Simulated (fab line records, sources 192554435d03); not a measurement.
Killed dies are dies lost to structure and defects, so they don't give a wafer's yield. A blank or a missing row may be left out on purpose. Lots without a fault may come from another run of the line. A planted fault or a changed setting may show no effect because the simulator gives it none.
A struck lot beside a sound one | flow n5_finfet | 15 steps out of a route of 1938
Sound: wafers L910.1, L910.6. Struck: wafers L915.1, L915.3, L915.5. The cause comes at the end.
At each step with rows: each side's tool, then ch and its chambers, then its first start. Under that, the readings that differ: sound wafers | struck wafers | difference of the means | sigmas: that difference in standard deviations of wafers without a fault.
alike: readings whose means differ by less than 2 such deviations, and words and numbers that are the same on both sides. not compared: withheld readings, readings that some wafer has no value for, bounds like >300 that may hide the same value, and numbers for which the record gives no deviation and whose values overlap.
The two part at a step that has a row with sigmas, a row that says differs or no value, or rows on one side only. Numbers that don't overlap but have no deviation are shown without sigmas and don't part them. A reading that every wafer of one side lacks parts them only if that side has two wafers or more.

N5_MOL_CONTACT_COAG_CD_MEAS_101: target cd 16 nm.
  sound on cd_sem-03, day 6 22:49; struck on cd_sem-02, day 8 05:03
  alike: cd_nm
then, 1 step without rows for these wafers: N5_MOL_CONTACT_COAG_PRE_CLEAN_121.
N5_MOL_CONTACT_COAG_CVD_140: deposits W, target thk 66.5 nm, time 215 s.
  sound on cvd_w-02 ch 1, day 6 22:56; struck on cvd_w-01 ch 0, day 8 05:11
  alike: heater_power_w
then, 2 steps without rows for these wafers: N5_MOL_CONTACT_COAG_PRECLEAN_127 (cleans in DIW, time 57.5 s); N5_MOL_CONTACT_COAG_SRD_128 (dry time 32 s).
N5_MOL_CONTACT_COAG_CMP_52: polishes, stops on SiO2, t overpolish 1.5 s, target thk 66.5 nm.
  sound on cmp-03 ch 1,2, day 6 23:23; struck on cmp-03 ch 0,1, day 8 05:31
  alike: edge_zone_pressure_frac, motor_current_A, overpolish_run_s, retaining_ring_pressure_frac, time_to_endpoint_s
N5_MOL_CONTACT_COAG_THK_MEAS_53:
  sound on film_metro-02, day 6 23:34; struck on film_metro-02, day 8 05:49
  alike: VIA_MOL_THK
N5_MOL_CONTACT_COAG_ANNEAL_112: time 1800 s.
  sound on hp_anneal-01 ch 0, day 6 23:35; struck on hp_anneal-01 ch 0, day 8 05:50
  alike: wafer_temp_C_max, zone_power_top_pct
N5_MOL_CONTACT_COAG_INSPECT_97: inspects for defects (darkfield).
  sound on defect_inspect-01, day 7 02:37; struck on defect_inspect-01, day 8 08:52
  alike: raw_defect_count
N5_BEOL_M0_SAQP_PECVD_00: deposits SiCN from 3MS/NH3, target thk 8 nm, time 14 s.
  sound on pecvd-03 ch 0, day 7 02:56; struck on pecvd-03 ch 1,2, day 8 09:11
  alike: showerhead_plenum_p_Torr, throttle_valve_pct
N5_BEOL_M0_SAQP_ILD_DEP_01: deposits SiOC from DEMS/O2, target thk 45.419 nm, time 8.7 s.
  sound on pecvd-03 ch 0, day 7 02:58; struck on pecvd-03 ch 1,2, day 8 09:14
  alike: chamber_pressure_Torr, heater_power_outer_w, heater_power_w, showerhead_plenum_p_Torr, throttle_valve_pct
N5_BEOL_M0_SAQP_HM_DEP_02: deposits TiN, target thk 12 nm.
  sound on pvd_sputter-01, day 7 05:10; struck on pvd_sputter-02, day 8 13:11
  no value came back on the struck wafers for chamber_pressure_pa (Pa), substrate_temp_c (C), throttle_valve_pct (%); on the sound wafers chamber_pressure_pa (Pa) reads 0.4986 0.5007
then, 1 step without rows for these wafers: N5_BEOL_M0_SAQP_PECVD_03 (deposits SiCN from 3MS/NH3, target thk 12 nm, time 21.1 s).
N5_BEOL_M4_RC_MEAS_101:
  the record has rows for the sound wafers here (prober-01 ch 0, day 9 17:23) and none for the struck ones
-- the record jumps here: 7 days lie between the struck wafers' starts before and after (it left off in module BEOL_M4 and takes up again in module PASSIVATION, whose first step shown is number 1936 of the route) --
N5_PASSIVATION_PROBE_49:
  sound on prober-01, day 13 22:39; struck on prober-02, day 15 13:19
  reading                  | sound     | struck         | difference | sigmas
  defect_limited_yield (%) | 93.1 94.5 | 0 0 0          | -94        | -63
  killed_at_M0_to_M3       | 31 18     | 1125 1123 1120 | +1098      | +99 or more
  killed_dies              | 81 65     | 1180 1180 1180 | +1107      | +65
  killed_on_rim            | 16 5      | 152 152 152    | +142       | +39
  killed_short             | 19 21     | 37 30 44       | +17        | +2
  sort_bin_5_function (%)  | 3.9 3.1   | 96.6 97.1 96.3 | +93.2      | +99 or more
  sort_n_pass              | 1099 1115 | 0 0 0          | -1107      | -65
  sort_yield_pct (%)       | 93.1 94.5 | 0 0 0          | -94        | -63
  alike: killed_at_M4_up, killed_at_contacts, killed_at_front_end, killed_at_other, killed_open, sort_bin_6_memory

WHERE THEY PART
First at N5_BEOL_M0_SAQP_HM_DEP_02; last, within this record, at N5_PASSIVATION_PROBE_49.

WHY: what the simulator had put in
Skipped step whole: pvd_sputter-02, from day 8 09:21 on, at N5_BEOL_M0_SAQP_HM_DEP_02. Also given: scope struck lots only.
